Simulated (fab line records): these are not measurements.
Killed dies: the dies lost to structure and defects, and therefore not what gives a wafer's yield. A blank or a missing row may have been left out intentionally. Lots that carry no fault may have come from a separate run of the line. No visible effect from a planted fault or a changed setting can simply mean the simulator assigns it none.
fab line records	flow n5Finfet
record lots=7	wafers=39
route steps=1938 shown BEOL_M4@1021 BEOL_M9@1440 BEOL_M14@1751 MIM_BOT@1833
startH: hours from the record's opening day to when the first of the lot's shown wafers began	waitH: time in hours since the lot's previous step	" as in the row above	L1.1+2: one row covering several wafers at once	- no value, or no start given	* or withheld: withheld	< > ~ a bound
route shown NAME@n: names a module that has steps shown in the file, with the first one's number in the route	usual: mean/standard deviation taken from wafers without a fault	same: alike in all rows	chamber/n: place in a boat	sites: the reading at each site	_std_site: the standard deviation of these	_edge_site: the outer-site mean with the inner-site mean subtracted	radiusMm: how far each site lies from the wafer's centre	mask NAME#n: copy n	behind: the most recent tool/chamber to have shaped the wafer	hold: what put the lot on hold/how long, in hours/how the hold closed	device: which transistor (n, p or np) failed to switch	end of line: tests run on the same wafers once the route is complete	step lacking rows: just its recipe	killed: not the wafer's yield, but the dies lost to structure and defects at the first sort	map: dies across one wafer; x = killed, . = not, _ = none there
set.NAME: setting as actually run; set.NAME@STEP: the setting as run at that earlier step	model.NAME: the simulator's own value behind a step, which no gauge read
lots where settings were altered on purpose, with a table for each step and a row for each wafer
## steps
# step N5_BEOL_M4_ILD_DEP_00
# recipe material=SiOC	targetThkA=790	tempC=350	precursor=DEMS/O2	pressureTorr=5	rfW=500	timeS=15.3
lot.wafer	tool	chamber	startH	waitH	set.targetThkA	model.SiOC_of_BEOL_M4_ILD_DEP_00.thkNm
L079.2	pecvd-02	0	187.04	0.0	790	78.4
L079.3	"	1	"	"	790	77.2
L079.6	"	1	"	"	790	78
L080.1	pecvd-01	2	201.36	0.0	790	77.8
L080.2	"	1	"	"	790	77.6
L080.3	"	0	"	"	394.8	39.2
L080.4	"	1	"	"	394.8	39
L080.5	"	2	"	"	790	79.4
L080.6	"	0	"	"	394.8	38.8
L082.1	pecvd-02	2	223.10	0.0	790	78
L082.2	"	0	"	"	1151	113.8
L082.3	"	1	"	"	1151	114
L082.4	"	1	"	"	790	79.2
L082.5	"	2	"	"	1151	115.6
L082.6	"	0	"	"	790	79.8
L084.1	pecvd-01	1	256.50	0.0	790	78.2
L084.2	"	0	"	"	1242	122.2
L084.3	"	2	"	"	790	77
L084.4	"	1	"	"	790	79
L084.5	"	0	"	"	1242	125
L084.6	"	2	"	"	1242	125.6
L083.1	pecvd-03	1	280.41	0.0	537.4	53.6
L083.2+3	"	0,2	"	"	537.4	53.8
L083.4+5	"	1,0	"	"	790	79.6
L083.6	"	2	"	"	790	80.8
L094.1	pecvd-01	0	303.64	0.0	790	78
L094.2	"	2	"	"	530.3	51.8
L094.3	"	1	"	"	530.3	52.6
L094.4	"	2	"	"	790	78.4
L094.5	"	1	"	"	530.3	53.6
L094.6	"	0	"	"	790	79.6
L096.1	pecvd-01	0	325.98	0.0	790	77.8
L096.2	"	1	"	"	790	78.4
L096.3	"	2	"	"	790	78.6
L096.4	"	1	"	"	790	80.4
L096.5+6	"	0,2	"	"	790	79.6
# step N5_BEOL_M4_THK_MEAS_01
# recipe reads=SiOC_of_BEOL_M4_ILD_DEP_00
# usual M4_ILD_THK=78.8/0.86
lot.wafer	tool	chamber	startH	waitH	set.targetThkA@BEOL_M4_ILD_DEP_00	M4_ILD_THK[nm]
L079.2	filmMetro-02	-	187.11	0.1	790	78.3
L079.3	"	-	"	"	790	77.3
L079.6	"	-	"	"	790	78.1
L080.1	filmMetro-02	-	201.43	0.0	790	77.7
L080.2	"	-	"	"	790	77.5
L080.3	"	-	"	"	394.8	39.1
L080.4	"	-	"	"	394.8	39.0
L080.5	"	-	"	"	790	79.4
L080.6	"	-	"	"	394.8	38.8
L082.1	filmMetro-01	-	223.17	0.0	790	77.9
L082.2	"	-	"	"	1151	113.8
L082.3	"	-	"	"	1151	114.0
L082.4	"	-	"	"	790	79.2
L082.5	"	-	"	"	1151	115.5
L082.6	"	-	"	"	790	79.9
L084.1	filmMetro-02	-	256.56	0.0	790	78.1
L084.2	"	-	"	"	1242	122.1
L084.3	"	-	"	"	790	76.9
L084.4	"	-	"	"	790	79.1
L084.5	"	-	"	"	1242	125.0
L084.6	"	-	"	"	1242	125.5
L083.1	filmMetro-01	-	280.48	0.0	537.4	53.6
L083.2	"	-	"	"	537.4	53.9
L083.3	"	-	"	"	537.4	53.7
L083.4	"	-	"	"	790	79.6
L083.5	"	-	"	"	790	79.6
L083.6	"	-	"	"	790	80.8
L094.1	filmMetro-01	-	303.71	0.0	790	78.0
L094.2	"	-	"	"	530.3	51.8
L094.3	"	-	"	"	530.3	52.6
L094.4	"	-	"	"	790	78.4
L094.5	"	-	"	"	530.3	53.5
L094.6	"	-	"	"	790	79.6
L096.1	filmMetro-02	-	326.05	0.0	790	77.8
L096.2	"	-	"	"	790	78.5
L096.3	"	-	"	"	790	78.6
L096.4	"	-	"	"	790	80.3
L096.5	"	-	"	"	790	79.5
L096.6	"	-	"	"	790	79.6
# step N5_BEOL_M9_ETCH_66
# recipe chemistry=N2/H2	target=SOC	targetDepthA=800	overetchA=160	maskMaterial=SiARC	tempC=40	timeS=120	ionEnergyEv=200	pressureMtorr=30	sourceW=840	biasW=150	n2FlowSccm=200	h2FlowSccm=200
lot.wafer	tool	chamber	startH	waitH	set.timeS	model.SiARC_of_BEOL_M9_COAT_64.thkNm
L079.2+3+6	rieDiel-02	0,3,3	244.83	0.0	120	6.4
L080.1+4+6	rieDiel-03	3,2,2	270.75	0.0	120	6.4
L080.2	"	0	"	"	120	6.6
L080.3+5	"	1	"	"	120	6.2
L082.1+4	rieDiel-03	2	295.38	0.0	120	6.4
L082.2+3+5+6	"	3,0,3,0	"	"	120	6.6
L084.1+2+6	rieDiel-03	3,0,3	330.13	0.0	100.6	7.4
L084.3	"	1	"	"	120	6.2
L084.4	"	2	"	"	120	6.4
L084.5	"	0	"	"	120	6.6
L083.1	rieDiel-02	1	346.80	0.0	120	6.6
L083.2+5+6	"	2,3,2	"	"	159.7	4.6
L083.3+4	"	0,3	"	"	120	6.4
L094.1+3+4	rieDiel-06	0,2,2	383.75	0.0	64.37	9
L094.2+5+6	"	3,3,0	"	"	120	6.4
L096.1	rieDiel-03	1	406.83	0.0	182.4	3
L096.2	"	3	"	"	182.4	3.6
L096.3	"	2	"	"	182.4	3.4
L096.4	"	0	"	"	120	6.6
L096.5+6	"	1,2	"	"	120	6.2
# step N5_BEOL_M14_ETCH_68
# recipe chemistry=N2/H2	target=SOC	maskMaterial=SiARC	sourceW=3000	biasW=350	tempC=40	timeS=450	ionEnergyEv=200	pressureMtorr=30	n2FlowSccm=200	h2FlowSccm=200
lot.wafer	tool	chamber	startH	waitH	set.targetDepthA	model.SiARC_of_BEOL_M14_COAT_66.thkNm
L079.2+3	rieDiel-04	3,0	278.49	0.1	9000	65.4
L079.6	"	2	"	"	9000	66.4
L080.1	rieDiel-04	2	302.08	0.1	10700	58
L080.2+3	"	3,1	"	"	9000	64.8
L080.4+5	"	0,3	"	"	10700	56.2
L080.6	"	2	"	"	9000	66.4
L082.1+3	rieDiel-04	3,1	329.42	0.1	5259	83.6
L082.2	"	0	"	"	9000	65.2
L082.4	"	2	"	"	5259	84.6
L082.5	"	2	"	"	9000	66
L082.6	"	1	"	"	9000	64.4
L084.1	rieDiel-05	1	369.44	0.1	9000	65.6
L084.2+3	"	3,0	"	"	9000	65.4
L084.4+5	"	3,1	"	"	10950	55.8
L084.6	"	0	"	"	10950	56
L083.1	rieDiel-05	1	379.53	0.1	9000	65
L083.2	"	2	"	"	14340	37
L083.3	"	0	"	"	14340	38.6
L083.4	"	3	"	"	14340	38.8
L083.5	"	2	"	"	9000	64.4
L083.6	"	1	"	"	9000	65.2
L094.1	rieDiel-04	0	419.86	0.1	6583	77
L094.2	"	3	"	"	6583	76.6
L094.3+5	"	1,0	"	"	9000	64.8
L094.4	"	3	"	"	6583	76.4
L094.6	"	1	"	"	9000	64.2
L096.1	rieDiel-04	2	445.28	0.1	13910	39.4
L096.2	"	3	"	"	13910	40.2
L096.3+4	"	1,0	"	"	9000	65
L096.5	"	0	"	"	9000	64.8
L096.6	"	3	"	"	13910	39.6
# step N5_MIM_BOT_SPUTTER_00
# recipe material=TiN	targetThkA=350	tempC=200	powerW=3000	chamberPressurePa=0.49996	gas=Ar	reactivePartialPa=0.37997	timeS=89.7
lot.wafer	tool	chamber	startH	waitH	set.targetThkA	model.TiN_of_MIM_BOT_SPUTTER_00.thkNm
L079.2	pvdSputter-02	-	290.01	0.0	350	35
L079.3	"	-	"	"	350	34.4
L079.6	"	-	"	"	350	34.6
L080.1+5+6	pvdSputter-01	-	313.22	0.0	350	35.2
L080.2+4	"	-	"	"	446.6	45
L080.3	"	-	"	"	446.6	45.2
L082.1+5	pvdSputter-02	-	341.09	0.0	350	34.8
L082.2	"	-	"	"	503.2	49.8
L082.3+4	"	-	"	"	503.2	50.4
L082.6	"	-	"	"	350	35
L084.1	pvdSputter-02	-	378.85	0.0	350	34.6
L084.2	"	-	"	"	447.6	44
L084.3	"	-	"	"	447.6	44.4
L084.4	"	-	"	"	350	34.2
L084.5	"	-	"	"	447.6	44.2
L084.6	"	-	"	"	350	34.4
L083.1+4+5	pvdSputter-01	-	395.99	0.0	350	35
L083.2+6	"	-	"	"	350	34.8
L083.3	"	-	"	"	350	35.2
L094.1	pvdSputter-01	-	437.65	0.0	350	35.2
L094.2	"	-	"	"	350	35.8
L094.3+4	"	-	"	"	541.2	54.6
L094.5	"	-	"	"	350	35.4
L094.6	"	-	"	"	541.2	54.2
L096.1+3	pvdSputter-01	-	459.16	0.0	350	34.8
L096.2+4+5+6	"	-	"	"	350	34.6
## key
split step=N5_BEOL_M4_ILD_DEP_00	setting=targetThkA	stated=790	by=wafer
response step=N5_BEOL_M4_ILD_DEP_00	reading=model.SiOC_of_BEOL_M4_ILD_DEP_00.thkNm	change=+0.795	per=1%	r=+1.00
response step=N5_BEOL_M4_THK_MEAS_01	reading=M4_ILD_THK	change=+0.794	per=1%	r=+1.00
split step=N5_BEOL_M9_ETCH_66	setting=timeS	stated=120	by=wafer
response step=N5_BEOL_M9_ETCH_66	reading=model.SiARC_of_BEOL_M9_COAT_64.thkNm	change=-0.0571	per=1%	r=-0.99
split step=N5_BEOL_M14_ETCH_68	setting=targetDepthA	stated=9000	by=wafer
response step=N5_BEOL_M14_ETCH_68	reading=model.SiARC_of_BEOL_M14_COAT_66.thkNm	change=-0.454	per=1%	r=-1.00
split step=N5_MIM_BOT_SPUTTER_00	setting=targetThkA	stated=350	by=wafer
response step=N5_MIM_BOT_SPUTTER_00	reading=model.TiN_of_MIM_BOT_SPUTTER_00.thkNm	change=+0.35	per=1%	r=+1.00
